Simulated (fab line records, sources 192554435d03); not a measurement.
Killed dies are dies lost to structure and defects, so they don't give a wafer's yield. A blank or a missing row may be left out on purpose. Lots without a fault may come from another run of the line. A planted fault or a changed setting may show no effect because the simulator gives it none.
One fault seen from 3 desks | flow n5_finfet | each desk has only its own numbers; what lay behind them comes last

THE METROLOGY DESK
What the gauges read, lot by lot, whatever tool the lot ran on: means of the sampled wafers that have a number. A lot is out of limits, marked OUT, if its mean lies more than 4 standard deviations from the usual mean; the brackets give that distance.
Columns: A = cd_nm at N5_BEOL_M10_CD_MEAS_28, usual 70.4 nm
lot  | first seen here | A
L372 | day 10 00:22    | 70.9
L377 | day 11 15:27    | 70.5
L383 | day 12 18:50    | 74.4 (+4.4) OUT
L384 | day 13 08:25    | 74.7 (+4.8) OUT
L385 | day 13 11:55    | 70.5
L387 | day 13 15:32    | 70.3
L386 | day 13 20:15    | 69.8
L388 | day 14 06:00    | 69.9
L390 | day 14 15:18    | 69.9
L394 | day 16 09:23    | 71.2
This desk's finding: out of limits on L383, L384; first on L383, day 12 18:50 (cd_nm at N5_BEOL_M10_CD_MEAS_28). In limits: L372, L377, L385, L387, L386, L388, L390, L394.

THE TOOL OWNER'S DESK: arfi_scanner-02
The tool's own readings at N5_BEOL_M10_EXPOSE_25 (exposes mask V9): means of the sampled wafers that have a number, for each lot that ran on this tool. A lot is out of limits, marked OUT, if its mean lies more than 4 standard deviations from the usual mean; the brackets give that distance.
Columns: A = exposure_dose_mJ_cm2 at N5_BEOL_M10_EXPOSE_25, usual 85.44; B = focus_offset_nm at N5_BEOL_M10_EXPOSE_25, usual 0.1 nm
lot  | first seen here | A               | B
L377 | day 11 15:19    | 85.46           | 0.2
L383 | day 12 18:43    | 90.94 (+61) OUT | 0.0
L384 | day 13 08:17    | 89.76 (+48) OUT | 0.3
This desk's finding: out of limits on L383, L384; first on L383, day 12 18:43 (exposure_dose_mJ_cm2 at N5_BEOL_M10_EXPOSE_25). In limits: L377.

THE DEFECT DESK
What the inspections along the route counted, lot by lot: means of the sampled wafers that have a number. A lot is out of limits, marked OUT, if its mean lies more than 4 standard deviations from the usual mean; the brackets give that distance.
Columns: A = raw_defect_count at N5_BEOL_M10_INSPECT_30, usual 402
lot  | first seen here | A
L372 | day 10 00:25    | 413
L377 | day 11 15:31    | 426
L383 | day 12 18:54    | 395
L384 | day 13 08:28    | 547
L385 | day 13 11:59    | 432
L387 | day 13 15:35    | 337
L386 | day 13 20:18    | 433
L388 | day 14 06:03    | 468
L390 | day 14 15:22    | 385
L394 | day 16 09:26    | 512
This desk's finding: nothing out of limits on any of the 10 lots.

PUT TOGETHER
The tool owner's desk could have raised an alarm at day 12 18:43, on L383, L384.
The metrology desk could have raised an alarm at day 12 18:50, on L383, L384.
The defect desk saw nothing out of limits.
The defect desk has L383, L384 on record, within its limits.
Of the lots named, all ran N5_BEOL_M10_EXPOSE_25 on arfi_scanner-02.

WHAT THE SIMULATOR HAD PUT IN
Process parameter drift: arfi_scanner-02, from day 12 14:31 on, at N5_BEOL_M10_EXPOSE_25. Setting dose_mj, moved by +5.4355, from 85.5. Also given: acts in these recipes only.
Lots struck among those shown: L383, L384.
Hours from the fault's start to each desk's first reading out of limits: the tool owner's desk, 4; the metrology desk, 4.
